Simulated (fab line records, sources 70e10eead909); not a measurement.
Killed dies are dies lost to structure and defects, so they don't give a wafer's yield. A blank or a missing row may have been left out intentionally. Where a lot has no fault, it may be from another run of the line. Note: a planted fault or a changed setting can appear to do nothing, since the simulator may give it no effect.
fab line records    flow nandHarc
record lots=5  wafers=15  lastDay=34
route steps=1302 shown P_ZERO_WELL@60 P_STI@69 P_CONTACT@235 END@1302
lots that met no fault: from a run of the same line without faults
startH: hours from the record's first day to the start of the lot's first wafer shown    waitH: how many hours have passed since the lot's step before this one    " unchanged from the row above    L1.1+2: a row that stands for several wafers    - either no value or no given start    * or withheld: withheld    < > ~ a bound
route shown NAME@n: names a module that has steps shown in the file, with the first one's number in the route    usual: mean/standard deviation taken from wafers without a fault    same: alike in all rows    chamber/n: place in a boat    sites: the reading at each site    _std_site: the values' standard deviation    _edge_site: mean of outer sites minus mean of inner sites    radiusMm: for every site, how far away it sits from the centre of the wafer    mask NAME#n: copy n    behind: the tool/chamber that last shaped the wafer    hold: cause of the lot's hold/its duration in hours/its outcome    device: the n, p or np transistor that did not switch    end of line: the tests these same wafers got at the end of their route    a step with no rows: only its recipe    killed: at the first sort, the dies lost to defects and structure; wafer yield is something else    map: a wafer's dies, x killed, . not, _ none there
set.NAME: the run value of the setting; set.NAME@STEP: its run value at that earlier step    model.NAME: the simulator's own value behind a step, which no gauge read
lots at some steps of the route; a table a step, a row a wafer
services: a tool's chamber out of use, with start hour (startH, from the record's first day; less than 0 if before it), hours out, and reason
## steps
# step NHARC_P_ZERO_WELL_HARDBAKE_53
# recipe tempC=125  timeS=80
# step NHARC_P_ZERO_WELL_DESCUM_54
# recipe timeS=3  o2FlowSccm=200  arFlowSccm=0  biasPowerW=0  chemistry=O2
# usual drypumpMotorCurrentA=5.89/0.3  mfcArSccm=0.005/0.0057  oesProductAu=1.000/0.012  rfVppV=57.6/0.89  showerheadPlenumPTorr=1.86/0.063  throttleValvePct=11.311/0.0088
lot.wafer  tool        chamber  startH  waitH  drypumpMotorCurrentA  mfcArSccm  oesProductAu  rfHoursCounterH  rfVppV  showerheadPlenumPTorr  throttleValvePct
L389.1     rieDiel-04  3        46.07   -      6.13                  0.004      1.011         9                58.6    1.81                   11.316
L389.5     "           1        "       "      5.89                  0          1.017         -                57.3    1.87                   11.313
L389.4     "           2        "       "      6.14                  0          0.999         -                57.6    1.85                   11.322
L394.1     rieDiel-04  0        96.05   -      5.66                  0.002      0.996         26               57.9    1.83                   11.305
L394.2     "           1        "       "      5.97                  0          1.007         27               56.9    1.86                   11.312
L394.5     "           3        "       "      6.08                  0.004      0.999         -                56.9    1.81                   11.305
L400.1     rieDiel-06  0        155.98  -      5.15                  0.016      0.989         3                58.4    1.94                   11.303
L400.3     "           2        "       "      6.22                  0          0.989         4                57.9    1.87                   11.313
L400.4     "           3        "       "      5.76                  0.010      1.011         4                56.9    1.78                   11.299
L408.3     rieDiel-06  0        235.78  -      5.22                  0.016      0.992         32               58.5    1.93                   11.304
L408.1     "           1        "       "      6.04                  0.012      1.000         34               57.7    1.98                   11.314
L408.2     "           3        "       "      5.76                  0.010      0.983         27               56.6    1.77                   11.311
L410.3     rieDiel-02  2        255.91  -      6.12                  0          1.008         12               58.1    1.94                   11.306
L410.2     "           3        "       "      6.07                  0          1.001         10               58.0    1.81                   11.298
L410.5     "           3        "       "      6.08                  0          1.000         -                59.5    1.81                   11.313
# step NHARC_P_ZERO_WELL_IMPLANT_55
# recipe energyKev=180  doseCm2=8e+11  tiltDeg=7
# step NHARC_P_ZERO_WELL_IMPLANT_61
# recipe energyKev=30  doseCm2=5e+11  tiltDeg=7
# step NHARC_P_ZERO_WELL_STRIP_56
# recipe timeS=840  tempC=130  chemistry=SPM
# step NHARC_P_ZERO_WELL_PRECLEAN_68
# recipe timeS=60  tempC=50  bathAgeMin=0  chemistry=SC1
# step NHARC_P_ZERO_WELL_SRD_69
# step NHARC_P_ZERO_WELL_RTA_42
# recipe tempC=1100  timeS=300
# step NHARC_P_ZERO_WELL_INSPECT_43
# usual rawDefectCount=15/7.5
lot.wafer  tool              chamber  startH  waitH  rawDefectCount
L389.1     defectInspect-02  -        47.72   0.6    4
L389.4     "                 -        "       "      12
L389.5     "                 -        "       "      10
L394.1     defectInspect-01  -        97.69   0.6    20
L394.2     "                 -        "       "      14
L394.5     "                 -        "       "      17
L400.1     defectInspect-01  -        157.66  0.6    7
L400.3     "                 -        "       "      4
L400.4     "                 -        "       "      6
L408.1     defectInspect-01  -        237.51  0.6    10
L408.2     "                 -        "       "      27
L408.3     "                 -        "       "      7
L410.2     defectInspect-02  -        257.57  0.5    6
L410.3     "                 -        "       "      9
L410.5     "                 -        "       "      14
# step NHARC_P_STI_ETCH_26
# recipe targetDepthA=110  chemistry=dHF  material=SiO2
# step NHARC_P_STI_PRECLEAN_27
# recipe timeS=*  tempC=50  bathAgeMin=0  chemistry=SC1
# step NHARC_P_STI_SRD_28
# step NHARC_P_STI_OXIDE_29
# recipe targetThkA=100  tempC=900  oxTimeS=1362  material=SiO2
# usual zonePowerTopPct=34.5/2.3
lot.wafer  tool        chamber  startH  waitH  zonePowerTopPct
L389.1     furnace-02  0        53.68   -      32.4
L389.4     "           0        "       "      31.8
L389.5     "           0        "       "      31.8
L394.1     furnace-03  0        100.94  -      36.7
L394.2     "           0        "       "      36.6
L394.5     "           0        "       "      37.4
L400.1     furnace-03  0        162.91  -      36.6
L400.3     "           0        "       "      36.5
L400.4     "           0        "       "      37.6
L408.1     furnace-05  0        243.58  -      36.0
L408.2     "           0        "       "      36.0
L408.3     "           0        "       "      35.6
L410.2     furnace-05  0        261.49  -      35.7
L410.3     "           0        "       "      35.9
L410.5     "           0        "       "      35.8
# step NHARC_P_STI_HM_DEP_30
# recipe targetThkA=800  tempC=790  pressureMtorr=300  timeS=873  material=Si3N4
# step NHARC_P_STI_DEHYDRATE_01
# recipe tempC=150  timeS=120
# step NHARC_P_STI_HMDS_02
# recipe timeS=30
# step NHARC_P_STI_COAT_41
# recipe tempC=200  timeS=65
# step NHARC_P_STI_COAT_03
# recipe spinRpm=2000  resistThkNm=600
# step NHARC_P_STI_SOFTBAKE_04
# recipe tempC=125  timeS=70
# step NHARC_P_STI_EBR_05
# step NHARC_P_STI_EXPOSE_06
# recipe na=0.55  targetCdNm=200  doseMj=37.69  maskId=P_STI
# step NHARC_P_STI_PEB_07
# recipe pebTempC=128  pebTimeS=80
# step NHARC_P_STI_DEVELOP_08
# recipe timeS=50  devTempC=22
# step NHARC_P_STI_CD_MEAS_09
# recipe targetCdNm=200  landingEnergyEv=500
# usual cdNm=200.4/1.8
lot.wafer  tool      chamber  startH  waitH  cdNm
L389.1     cdSem-01  0        65.02   -      197.3
L389.4     "         0        "       "      199.9
L389.5     "         0        "       "      199.3
L394.1     cdSem-01  0        112.02  -      199.1
L394.2     "         0        "       "      198.4
L394.5     "         0        "       "      202.1
L400.1     cdSem-03  0        174.00  -      201.2
L400.3     "         0        "       "      201.3
L400.4     "         0        "       "      200.3
L408.1     cdSem-02  0        254.62  -      203.0
L408.2     "         0        "       "      198.9
L408.3     "         0        "       "      200.1
L410.2     cdSem-03  0        272.66  -      199.6
L410.3     "         0        "       "      200.1
L410.5     "         0        "       "      202.4
# step NHARC_P_STI_OVL_MEAS_10
# usual overlayXNm=-1/6.1  overlayYNm=1/6.7
lot.wafer  tool        chamber  startH  waitH  overlayXNm  overlayYNm
L389.1     overlay-01  -        65.11   -      0           17
L389.4     "           -        "       "      -1          17
L389.5     "           -        "       "      -1          17
L394.1     overlay-02  -        112.11  -      0           9
L394.2     "           -        "       "      0           9
L394.5     "           -        "       "      1           9
L400.1     overlay-01  -        174.09  -      6           -2
L400.3     "           -        "       "      6           -3
L400.4     "           -        "       "      7           -2
L408.1     overlay-01  -        254.70  -      10          3
L408.2     "           -        "       "      10          4
L408.3     "           -        "       "      11          3
L410.2     overlay-02  -        272.75  -      -2          -4
L410.3     "           -        "       "      -2          -3
L410.5     "           -        "       "      -2          -4
# step NHARC_P_STI_INSPECT_11
# usual rawDefectCount=5.2/2.8
lot.wafer  tool              chamber  startH  waitH  rawDefectCount
L389.1     defectInspect-02  -        65.14   0.0    5
L389.4     "                 -        "       "      4
L389.5     "                 -        "       "      8
L394.1     defectInspect-02  -        112.15  0.0    1
L394.2     "                 -        "       "      4
L394.5     "                 -        "       "      2
L400.1     defectInspect-02  -        174.13  0.0    13
L400.3     "                 -        "       "      8
L400.4     "                 -        "       "      8
L408.1     defectInspect-02  -        254.74  0.0    3
L408.2     "                 -        "       "      7
L408.3     "                 -        "       "      2
L410.2     defectInspect-02  -        272.79  0.0    3
L410.3     "                 -        "       "      6
L410.5     "                 -        "       "      4
# step NHARC_P_STI_HARDBAKE_13
# recipe tempC=118  timeS=65
# step NHARC_P_STI_DESCUM_14
# recipe timeS=3  o2FlowSccm=200  arFlowSccm=0  biasPowerW=0  chemistry=O2
# usual drypumpMotorCurrentA=5.7/0.41  mfcArSccm=0.011/0.011  oesProductAu=1.002/0.0078  rfVppV=57.7/0.91  showerheadPlenumPTorr=1.90/0.084  throttleValvePct=11.311/0.0092
lot.wafer  tool        chamber  startH  waitH  drypumpMotorCurrentA  mfcArSccm  oesProductAu  rfHoursCounterH  rfVppV  showerheadPlenumPTorr  throttleValvePct
L389.1     rieDiel-09  1        65.28   -      6.0                   0          0.997         8                58.3    2.00                   11.310
L389.4     "           0        "       "      5.7                   0          1.006         8                56.4    1.85                   11.311
L389.5     "           2        "       "      6.5                   0.024      1.014         -                58.4    1.99                   11.308
L394.1     rieDiel-09  3        112.29  -      6.3                   0          1.000         11               57.2    1.80                   11.311
L394.2     "           0        "       "      5.8                   0          0.993         12               58.1    1.85                   11.314
L394.5     "           0        "       "      5.7                   0          0.981         -                57.0    1.85                   11.313
L400.3     rieDiel-05  1        174.27  -      5.5                   0          0.997         5                58.0    1.87                   11.330
L400.1     "           2        "       "      5.3                   0.029      1.013         5                58.2    2.01                   11.310
L400.4     "           3        "       "      4.9                   0.038      1.014         4                58.7    1.84                   11.304
L408.1     rieDiel-09  2        254.87  -      6.5                   0.024      1.015         7                58.3    1.99                   11.307
L408.3     "           3        "       "      6.3                   0          1.001         8                56.4    1.80                   11.315
L408.2     "           0        "       "      5.7                   0          0.986         8                56.8    1.85                   11.304
L410.2     rieDiel-09  2        272.92  -      6.5                   0.024      0.998         9                58.8    1.99                   11.314
L410.3     "           3        "       "      6.3                   0          1.011         11               57.1    1.80                   11.305
L410.5     "           3        "       "      6.3                   0          1.012         -                56.8    1.80                   11.313
# step NHARC_P_STI_ETCH_42
# recipe targetDepthA=800  overetchA=240  timeS=61  ionEnergyEv=200  n2FlowSccm=150  h2FlowSccm=150  arFlowSccm=0  rfW=400  biasW=150  chemistry=N2/H2
# usual drypumpMotorCurrentA=5.7/0.42  mfcArSccm=0.012/0.012  oesProductAu=1.003/0.0071  rfVppV=430.1/2.6  showerheadPlenumPTorr=2.02/0.092  throttleValvePct=14.170/0.0086
lot.wafer  tool        chamber  startH  waitH  drypumpMotorCurrentA  mfcArSccm  oesProductAu  rfHoursCounterH  rfVppV  showerheadPlenumPTorr  throttleValvePct
L389.1     rieDiel-09  0        65.36   0.1    5.8                   0          0.996         8                428.0   1.97                   14.154
L389.4     "           1        "       "      6.0                   0          0.992         8                433.4   2.13                   14.166
L389.5     "           1        "       "      6.0                   0          0.995         -                432.9   2.13                   14.161
L394.1     rieDiel-09  0        112.38  0.1    5.7                   0          0.998         12               427.7   1.97                   14.182
L394.2     "           1        "       "      6.0                   0          0.987         11               433.3   2.13                   14.189
L394.5     "           3        "       "      6.3                   0          1.004         -                427.4   1.91                   14.175
L400.4     rieDiel-05  3        174.36  0.1    4.9                   0.038      0.997         4                428.5   1.96                   14.161
L400.3     "           0        "       "      5.3                   0.021      1.007         5                428.6   1.98                   14.165
L400.1     "           1        "       "      5.5                   0          0.996         5                429.9   1.99                   14.178
L408.3     rieDiel-09  3        254.96  0.1    6.3                   0          1.008         8                427.6   1.91                   14.164
L408.2     "           0        "       "      5.8                   0          1.000         8                429.1   1.97                   14.161
L408.1     "           1        "       "      6.0                   0          1.014         7                432.5   2.13                   14.159
L410.3     rieDiel-09  2        273.01  0.1    6.5                   0.024      0.998         9                433.4   2.12                   14.176
L410.2     "           3        "       "      6.4                   0          1.011         11               428.3   1.91                   14.180
L410.5     "           1        "       "      6.0                   0          1.017         -                433.0   2.13                   14.180
# step NHARC_P_STI_ETCH_31
# recipe targetDepthA=1089  timeS=54.5  cf4FlowSccm=100  chf3FlowSccm=30  arFlowSccm=0  rfW=500  biasW=200  chemistry=CF4/CHF3
# usual drypumpMotorCurrentA=5.7/0.4  mfcArSccm=0.011/0.011  oesProductAu=0.964/0.017  rfVppV=370.1/2.2  showerheadPlenumPTorr=1.56/0.065  throttleValvePct=16.802/0.0099
lot.wafer  tool        chamber  startH  waitH  drypumpMotorCurrentA  mfcArSccm  oesProductAu  rfHoursCounterH  rfVppV  showerheadPlenumPTorr  throttleValvePct
L389.4     rieDiel-09  2        -       -      6.5                   0.024      0.974         8                372.1   1.64                   16.809
L389.1     "           3        "       "      6.3                   0          0.972         7                368.8   1.49                   16.801
L389.5     "           2        "       "      6.5                   0.024      0.959         -                371.3   1.64                   16.793
L394.1     rieDiel-09  0        -       -      5.7                   0          0.955         12               368.6   1.53                   16.811
L394.2     "           3        "       "      6.3                   0          0.960         11               369.2   1.48                   16.793
L394.5     "           0        "       "      5.7                   0          0.954         -                368.2   1.53                   16.793
L400.1     rieDiel-05  1        -       -      5.5                   0          0.958         5                370.0   1.54                   16.792
L400.3     "           2        "       "      5.3                   0.029      0.988         5                372.1   1.65                   16.788
L400.4     "           0        "       "      5.3                   0.021      0.969         5                369.3   1.53                   16.818
L408.1     rieDiel-09  1        -       -      6.0                   0          0.935         7                372.8   1.64                   16.788
L408.3     "           2        "       "      6.5                   0.024      0.927         7                372.2   1.63                   16.807
L408.2     "           3        "       "      6.3                   0          0.932         8                368.1   1.48                   16.795
L410.3     rieDiel-09  3        -       -      6.3                   0          0.966         11               366.6   1.48                   16.798
L410.2     "           2        "       "      6.5                   0.024      0.947         9                371.5   1.63                   16.804
L410.5     "           0        "       "      5.8                   0          0.971         -                368.7   1.52                   16.803
# step NHARC_P_STI_ETCH_15
# recipe targetDepthA=3000  taperDeg=4  timeS=100.1  hbrFlowSccm=150  cl2FlowSccm=50  rfW=400  icpW=400  biasW=100  chemistry=HBr/Cl2
# usual drypumpMotorCurrentA=5.8/0.51  mfcCl2Sccm=50.00/0.14  oesProductAu=1.004/0.0083  throttleValvePct=26.406/0.0091
lot.wafer  tool      chamber  startH  waitH  drypumpMotorCurrentA  mfcCl2Sccm  oesProductAu  rfHoursCounterH  throttleValvePct
L389.1     rieSi-01  1        65.56   -      5.3                   49.88       1.011         0.2              26.398
L389.4     "         3        "       "      6.6                   49.88       0.993         0.1              26.407
L389.5     "         1        "       "      5.3                   49.91       1.013         -                26.391
L394.2     rieSi-06  0        112.61  -      6.2                   49.79       1.000         0.2              26.411
L394.1     "         2        "       "      6.2                   49.95       0.994         0.3              26.411
L394.5     "         3        "       "      6.5                   50.06       1.002         -                26.410
L400.3     rieSi-05  3        174.54  -      5.4                   49.83       1.013         0.2              26.404
L400.4     "         1        "       "      5.2                   49.99       0.997         0.3              26.412
L400.1     "         2        "       "      5.9                   50.02       0.991         0.2              26.400
L408.1     rieSi-05  1        255.15  -      5.2                   49.97       1.001         0.9              26.411
L408.2     "         3        "       "      5.4                   49.81       0.996         0.8              26.393
L408.3     "         0        "       "      5.6                   50.00       1.000         0.9              26.391
L410.2     rieSi-05  0        273.20  -      5.6                   49.92       1.007         1.1              26.415
L410.3     "         3        "       "      5.4                   49.97       1.013         0.9              26.400
L410.5     "         0        "       "      5.6                   50.02       1.012         -                26.408
# step NHARC_P_STI_CD_MEAS_16
# usual cdNm=200.0/2.1
lot.wafer  tool      chamber  startH  waitH  cdNm
L389.1     cdSem-02  -        65.72   -      197.4
L389.4     "         -        "       "      199.0
L389.5     "         -        "       "      198.0
L394.1     cdSem-02  -        112.76  -      198.3
L394.2     "         -        "       "      198.2
L394.5     "         -        "       "      201.1
L400.1     cdSem-03  -        174.70  -      201.5
L400.3     "         -        "       "      201.2
L400.4     "         -        "       "      198.7
L408.1     cdSem-02  -        255.31  -      201.0
L408.2     "         -        "       "      198.2
L408.3     "         -        "       "      198.6
L410.2     cdSem-01  -        273.36  -      198.5
L410.3     "         -        "       "      199.4
L410.5     "         -        "       "      200.1
# step NHARC_P_STI_OCD_MEAS_17
# usual trenchDepthNm=303/3.5  trenchFootCdNm=158.0/1.9
lot.wafer  tool    chamber  startH  waitH  trenchDepthNm  trenchFootCdNm
L389.1     ocd-02  -        65.82   0.1    304            155.0
L389.4     "       -        "       "      299            157.7
L389.5     "       -        "       "      306            156.6
L394.1     ocd-01  -        112.85  0.1    297            157.8
L394.2     "       -        "       "      300            156.9
L394.5     "       -        "       "      303            159.8
L400.1     ocd-02  -        174.79  0.1    299            159.6
L400.3     "       -        "       "      305            159.0
L400.4     "       -        "       "      297            158.6
L408.1     ocd-01  -        255.40  0.1    301            160.7
L408.2     "       -        "       "      303            156.9
L408.3     "       -        "       "      302            157.8
L410.2     ocd-02  -        273.45  0.1    305            156.2
L410.3     "       -        "       "      308            157.1
L410.5     "       -        "       "      305            159.8
# step NHARC_P_STI_STRIP_19
# recipe timeS=900  tempC=130  chemistry=SPM
# step NHARC_P_STI_PRECLEAN_32
# recipe timeS=*  tempC=50  bathAgeMin=0  chemistry=SC1
# step NHARC_P_STI_SRD_23
# step NHARC_P_STI_OCD_MEAS_43
# usual trenchDepthNm=303/3.5  trenchFootCdNm=158.0/1.8
lot.wafer  tool    chamber  startH  waitH  trenchDepthNm  trenchFootCdNm
L389.1     ocd-01  -        66.34   -      304            155.1
L389.4     "       -        "       "      299            158.6
L389.5     "       -        "       "      306            156.5
L394.1     ocd-02  -        113.35  -      297            157.5
L394.2     "       -        "       "      300            156.4
L394.5     "       -        "       "      303            159.4
L400.1     ocd-01  -        175.30  -      298            159.1
L400.3     "       -        "       "      306            158.7
L400.4     "       -        "       "      298            158.8
L408.1     ocd-02  -        255.91  -      301            161.2
L408.2     "       -        "       "      303            156.9
L408.3     "       -        "       "      302            157.5
L410.2     ocd-01  -        273.95  -      305            156.6
L410.3     "       -        "       "      307            157.6
L410.5     "       -        "       "      306            159.4
# step NHARC_P_STI_OXIDE_33
# recipe targetThkA=100  tempC=1000  oxTimeS=281  material=SiO2
# step NHARC_P_STI_HDPCVD_20
# recipe targetThkA=withheld  sigmaOpenFrac=withheld  material=SiO2
# step NHARC_P_STI_ANNEAL_34
# recipe tempC=1000  timeS=1800
# step NHARC_P_STI_CMP_21
# recipe tOverpolishS=20  targetThkNm=380.67
# step NHARC_P_CONTACT_DESCUM_17
# recipe timeS=3  o2FlowSccm=200  arFlowSccm=0  biasPowerW=0  chemistry=O2
# usual drypumpMotorCurrentA=5.9/0.47  mfcArSccm=0.010/0.011  oesProductAu=1.000/0.0094  rfVppV=58.1/0.96  showerheadPlenumPTorr=1.96/0.048  throttleValvePct=11.310/0.009
lot.wafer  tool        chamber  startH  waitH  drypumpMotorCurrentA  mfcArSccm  oesProductAu  rfHoursCounterH  rfVppV  showerheadPlenumPTorr  throttleValvePct  model.P_CONTACT.cdNm
L389.4     rieDiel-08  1        146.04  0.1    5.8                   0          1.001         3.2              58.5    2.05                   11.314            90.75
L389.1     "           3        "       "      5.5                   0          1.013         3.4              58.1    1.93                   11.314            90.43
L389.5     "           0        "       "      6.6                   0.010      1.012         -                57.7    1.94                   11.304            90.17
L394.1     rieDiel-13  0        187.63  0.1    6.4                   0.004      0.998         0.2              59.0    1.92                   11.314            89.46
L394.2     "           3        "       "      6.1                   0.034      1.007         0.3              57.8    1.97                   11.303            89.24
L394.5     "           0        "       "      6.4                   0.004      1.002         -                58.4    1.92                   11.304            89.99
L400.4     rieDiel-13  2        267.82  0.1    5.5                   0.019      1.007         1.8              55.8    1.97                   11.310            87.69
L400.3     "           3        "       "      6.1                   0.034      0.990         1.9              57.0    1.97                   11.300            87.74
L400.1     "           0        "       "      6.4                   0.004      1.000         1.7              58.7    1.92                   11.301            87.63
L408.2     rieDiel-08  0        330.86  0.1    6.6                   0.010      0.982         4.2              60.6    1.94                   11.318            91.09
L408.3     "           1        "       "      5.9                   0          1.012         4.8              56.6    2.04                   11.305            90.57
L408.1     "           3        "       "      5.5                   0          0.977         3.6              58.9    1.93                   11.318            90.35
L410.2     rieDiel-10  3        346.63  0.1    5.2                   0.014      0.983         3.3              59.3    1.86                   11.304            88.88
L410.3     "           0        "       "      6.1                   0          0.992         4.1              58.6    1.92                   11.312            90.62
L410.5     "           3        "       "      5.1                   0.014      0.996         -                57.5    1.86                   11.302            89.98
# step NHARC_P_CONTACT_ETCH_35
# recipe targetDepthA=390  overEtchFrac=0.3  timeS=65  ionEnergyEv=80  cf4FlowSccm=150  arFlowSccm=0  rfW=300  biasW=100  chemistry=CF4
# usual drypumpMotorCurrentA=5.9/0.47  mfcArSccm=0.009/0.011  oesProductAu=0.999/0.009  rfVppV=151.8/0.98  showerheadPlenumPTorr=1.81/0.039  throttleValvePct=13.284/0.009
lot.wafer  tool        chamber  startH  waitH  drypumpMotorCurrentA  mfcArSccm  oesProductAu  rfHoursCounterH  rfVppV  showerheadPlenumPTorr  throttleValvePct  model.P_CONTACT.cdNm
L389.1     rieDiel-08  2        146.13  0.1    5.4                   0          0.989         3.1              153.1   1.79                   13.284            90.58
L389.4     "           0        "       "      6.6                   0.010      0.996         2.8              152.4   1.79                   13.286            91.1
L389.5     "           1        "       "      5.9                   0          0.999         -                152.6   1.88                   13.290            90.14
L394.1     rieDiel-13  0        187.73  0.1    6.4                   0.004      0.998         0.2              150.7   1.78                   13.293            89.79
L394.2     "           1        "       "      5.5                   0.023      0.994         0.2              152.4   1.83                   13.290            89.49
L394.5     "           3        "       "      6.1                   0.034      1.006         -                152.3   1.82                   13.270            89.82
L400.1     rieDiel-13  0        267.91  0.1    6.5                   0.004      0.993         1.7              150.9   1.78                   13.271            88.14
L400.3     "           1        "       "      5.6                   0.023      0.985         1.6              153.4   1.83                   13.297            88.22
L400.4     "           2        "       "      5.5                   0.019      1.004         1.9              151.6   1.82                   13.280            87.92
L408.3     rieDiel-08  2        330.94  0.1    5.4                   0          1.004         4.7              151.8   1.79                   13.289            90.68
L408.2     "           0        "       "      6.6                   0.010      0.998         4.3              152.0   1.79                   13.289            91.3
L408.1     "           1        "       "      5.9                   0          1.017         4.9              154.3   1.88                   13.268            90.46
L410.3     rieDiel-10  0        346.70  0.1    6.1                   0          0.984         4.1              150.3   1.78                   13.300            90.44
L410.2     "           1        "       "      6.5                   0          1.004         4.7              151.3   1.84                   13.289            88.92
L410.5     "           0        "       "      6.0                   0          0.985         -                150.8   1.78                   13.303            89.86
# step NHARC_END_SORT_01
# recipe tempC=25
# usual killedAtArray=58/20  killedAtOther=0.8/1  killedAtPeriphery=4.6/2.8  killedDies=63/19  killedOpen=3.4/2  killedShort=2.4/1.8
# same grossDies=677
lot.wafer  tool       chamber  startH  waitH  killedAtArray  killedAtOther  killedAtPeriphery  killedDies  killedOpen  killedShort
L400.1     prober-02  0        701.29  2.4    46             0              7                  53          6           2
L400.3     prober-02  0        702.91  3.1    37             0              6                  43          4           1
L400.4     prober-02  0        703.72  3.4    89             0              6                  95          2           1
# killed by level:class
L400.1 A_CHANNEL_HOLE_D1:chamberFilmFlake=16 A_SLIT:chamberFilmFlake=11 A_CHANNEL_HOLE_D2:chamberFilmFlake=8 P_STI:unspecified=4 P_CONTACT:geometricParticle:open=2 A_CHANNEL_FILL_D2:geometricParticle:open=2 A_STAIRCASE:chamberFilmFlake=2 A_CONTACT:chamberFilmFlake=2
L400.3 A_CHANNEL_HOLE_D1:chamberFilmFlake=15 A_SLIT:chamberFilmFlake=11 A_CHANNEL_HOLE_D2:chamberFilmFlake=7 P_STI:unspecified=4 P_CONTACT:geometricParticle:open=1 P_M0:geometricParticle:open=1 A_DECK1_JOINT:geometricParticle:short=1 A_CONTACT:geometricParticle:open=1
L400.4 A_CHANNEL_HOLE_D1:chamberFilmFlake=39 A_SLIT:chamberFilmFlake=25 A_CHANNEL_HOLE_D2:chamberFilmFlake=20 P_STI:unspecified=4 P_CONTACT:geometricParticle:open=2 A_CONTACT:chamberFilmFlake=2 A_M1:geometricParticle:short=1 A_STAIRCASE:chamberFilmFlake=1
## services
tool        chamber  startH  hours  kind
rieDiel-08  2        38.87   5.5    repair
rieSi-05    -        45.37   0.4    repair
rieDiel-05  -        52.60   9.0    pm
rieDiel-05  -        74.43   0.8    repair
rieDiel-13  -        96.78   0.6    repair
rieDiel-09  2        109.31  4.7    repair
rieDiel-08  3        111.71  4.1    repair
rieSi-05    -        112.27  1.1    repair
rieDiel-08  0        129.75  7.4    repair
rieDiel-09  -        143.17  9.0    pm
rieDiel-13  0        153.55  8.5    repair
rieDiel-13  -        165.03  9.0    pm
rieDiel-08  -        190.80  9.0    pm
rieDiel-08  0        201.78  3.5    repair
rieDiel-08  -        210.47  1.5    repair
rieDiel-13  1        219.86  3.0    repair
rieDiel-08  3        223.95  6.8    repair
rieDiel-09  1        251.16  3.1    repair
rieDiel-08  1        263.95  4.3    repair
rieDiel-13  1        284.03  6.1    repair
rieDiel-09  2        306.85  2.8    repair
rieDiel-09  -        320.17  9.0    pm
rieDiel-09  2        339.67  7.1    repair
rieDiel-13  -        342.03  9.0    pm
## key
firstSign none at tools or gauges
modelEffect step=NHARC_P_CONTACT_DESCUM_17  value=P_CONTACT.cdNm  without=89.14  struck=87.69
modelEffect step=NHARC_P_CONTACT_ETCH_35  value=P_CONTACT.cdNm  without=89.55  struck=88.1
metAt NHARC_P_STI_OXIDE_29
struckWafers L400.1,L400.3,L400.4
testerLeftOut L400
loopTrim step=NHARC_P_CONTACT_EXPOSE_09  setting=dose  lots=L400
onsetBetween 100.94 162.91
alsoFits NHARC_P_STI_DESCUM_14:rieDiel-05,NHARC_P_STI_ETCH_42:rieDiel-05,NHARC_P_STI_ETCH_31:rieDiel-05,NHARC_P_CONTACT_DESCUM_17:rieDiel-13
fault kind=chamberParticleSource  tool=furnace-03  chamber=0  onsetH=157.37  steps=NHARC_P_STI_OXIDE_29  ratePerVisitCm2=0.008586  endH=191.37
# testerLeftOut: of these lots the tester's yield and bins aren't shown, on N5 and GAA mostly nor the transistor test; their killed dies are dies lost to structure and defects alone, not to doping, threshold or leakage, so they don't give the yield
# loopTrim: a control loop set the setting to another value than it would have without faults
